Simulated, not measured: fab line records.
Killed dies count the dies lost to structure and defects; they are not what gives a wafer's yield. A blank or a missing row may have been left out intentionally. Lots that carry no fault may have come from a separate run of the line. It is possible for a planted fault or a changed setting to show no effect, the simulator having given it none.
Chamber matching / flow nand-harc / NHARC_A_STAIRCASE_CMP_450 on cmp-01: 4 sister chambers
The step polishes SiO2, target thk 200 nm. 8 wafers are shown with their chamber, then 8 later ones without.

== EACH WAFER AND ITS CHAMBER ==
wafer=L075.3; chamber=2; motor-current-A (A)=12.9
wafer=L081.3; chamber=1; motor-current-A (A)=10.8
wafer=L081.6; chamber=0; motor-current-A (A)=11.3
wafer=L083.1; chamber=1; motor-current-A (A)=11.3
wafer=L083.2; chamber=0; motor-current-A (A)=10.9
wafer=L091.5; chamber=3; motor-current-A (A)=12.9
wafer=L091.6; chamber=2; motor-current-A (A)=12.5
wafer=L089.2; chamber=3; motor-current-A (A)=13.0

== WAFERS WHOSE CHAMBER IS MISSING ==
wafer=L089.3; motor-current-A (A)=11.0
wafer=L089.5; motor-current-A (A)=12.4
wafer=L092.1; motor-current-A (A)=11.7
wafer=L092.5; motor-current-A (A)=12.6
wafer=L092.6; motor-current-A (A)=12.4
wafer=L094.2; motor-current-A (A)=11.0
wafer=L094.4; motor-current-A (A)=12.5
wafer=L094.5; motor-current-A (A)=13.1

== EACH ONE'S CHAMBER ==
wafer=L089.3; from the rows above=can't be placed: 1 or 0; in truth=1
wafer=L089.5; from the rows above=can't be placed: 2 or 3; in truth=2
wafer=L092.1; from the rows above=can't be placed: 0 or 1 or 2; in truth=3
wafer=L092.5; from the rows above=can't be placed: 2 or 3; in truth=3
wafer=L092.6; from the rows above=can't be placed: 2 or 3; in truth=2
wafer=L094.2; from the rows above=can't be placed: 1 or 0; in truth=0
wafer=L094.4; from the rows above=can't be placed: 2 or 3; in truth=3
wafer=L094.5; from the rows above=can't be placed: 3 or 2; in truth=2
Correct placement for 0 of the 8. From these rows, 8 cannot be placed; in 7 the true chamber is one of the candidates. Number placed wrongly: 0.
How it was worked out, from the rows above alone: a wafer's distance from a chamber is the root of the sum, over the readings, of the square of ((its reading less the chamber's mean) divided by the reading's scatter). The wafer belongs to the nearest chamber; if the next one is less than 2 further off, it can't be placed. Each chamber's mean is taken over the wafers shown for it. The scatter is the square root of a quotient: the sum, over the shown wafers, of each reading's squared deviation from its chamber's mean, divided by wafers minus chambers.
